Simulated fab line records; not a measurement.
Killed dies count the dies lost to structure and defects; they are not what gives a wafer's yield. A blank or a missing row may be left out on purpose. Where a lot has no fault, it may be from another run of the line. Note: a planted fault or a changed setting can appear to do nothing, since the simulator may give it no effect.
Split-lot study    flow n5Finfet    21 wafers read across 7 lots, on a route 1938 steps long

THE SPLIT
At N5_BEOL_M0_ETCH_128 (etches SiCN in CF4/N2, target depth 12 nm, overetch 5.1 nm, time 21.4 s), the setting sourceW was moved away from the recipe's 430 W on 4 of the 21 wafers read, by -15.1% to +15.0%. All remaining wafers had this setting at the recipe value.

The split's own step is where the reading is taken.

THE READING
rfVppV, in V, at N5_BEOL_M0_ETCH_128 (etches SiCN in CF4/N2, target depth 12 nm, overetch 5.1 nm, time 21.4 s). A value of 382.0 V with a standard deviation of 1.7 V is what fault-free wafers of this fab line usually give.

wafer   tool, chamber at the split  sourceW as run, W  against the recipe  rfVppV, V  against lot-mates on the recipe
L074.3  rieDiel-01, 1               365.1              -15.1%              403.3      +20.7
L074.4  rieDiel-01, 0               430                recipe              382.8      -
L074.6  rieDiel-01, 1               430                recipe              382.4      -
L076.1  rieDiel-02, 2               430                recipe              383.5      -
L076.2  rieDiel-02, 1               430                recipe              381.6      -
L076.6  rieDiel-02, 1               480                +11.6%              368.8      -13.8
L078.1  rieDiel-02, 1               430                recipe              383.3      -
L078.3  rieDiel-02, 2               430                recipe              384.2      -
L078.5  rieDiel-02, 0               430                recipe              383.8      -
L086.3  rieDiel-02, 3               430                recipe              382.2      -
L086.4  rieDiel-02, 2               430                recipe              384.7      -
L086.5  rieDiel-02, 0               430                recipe              383.4      -
L093.4  rieDiel-02, 3               430                recipe              381.8      -
L093.5  rieDiel-02, 2               430                recipe              385.0      -
L093.6  rieDiel-02, 3               430                recipe              382.0      -
L095.4  rieDiel-01, 3               430                recipe              384.1      -
L095.5  rieDiel-01, 3               430                recipe              382.6      -
L095.6  rieDiel-01, 0               457.5              +6.4%               374.0      -9.4
L097.1  rieDiel-04, 3               430                recipe              381.2      -
L097.3  rieDiel-04, 1               494.6              +15.0%              364.5      -17.0
L097.6  rieDiel-04, 1               430                recipe              381.8      -

THE FIT
A straight line over all 21 wafers: rfVppV changes by -1.28 V for each +1% of sourceW; r = -0.99; the points scatter about the line by 1.1 V.
The same after taking each lot's own level away (the mean of its wafers on the recipe; 21 wafers): -1.26 V for each +1%; r = -0.99; scatter 1.1 V.
Per that fit: largest sourceW move, reading shift of 19 V.
From 381.50 to 383.77 V: that is the span of the lots' own levels, equal to 1.3 times the standard deviation above.
The two slopes agree, so the slope changes little with the lot-to-lot level.
Check: +17.7 V against its lot-mates is what the line predicts for one of the wafers moved furthest among these (-15.1%) when that wafer is left out of the fit. It came out at +20.7 V against them.
Tool readings at the split's step, against how far the setting was moved: rfVppV r = -0.99.

OTHER SPLITS ON THESE WAFERS
These wafers also went through other splits before the reading. Each is held against what the fit with the lots' levels taken away leaves over:
other split on the same wafers             wafers away from the commonest value  r with rfVppV (lot level and that fit taken away)
N5_SDB_COAT_03 spinRpm                     8                                     -0.18
N5_SDB_COAT_05 spinRpm                     5                                     -0.12
N5_HKMG_FIN_COAT_06 spinRpm                6                                     +0.10
N5_MOL_CONTACT_COAG_ALD_133 aldCycles      7                                     +0.40
N5_BEOL_M0_SAQP_ETCH_106 targetDepthA      7                                     +0.30
N5_BEOL_M0_SAQP_SPACER2_ALD_26 targetThkA  7                                     +0.21

FILE'S OWN FIT
rfVppV changes by -1.25 V for each +1% of sourceW, r = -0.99.
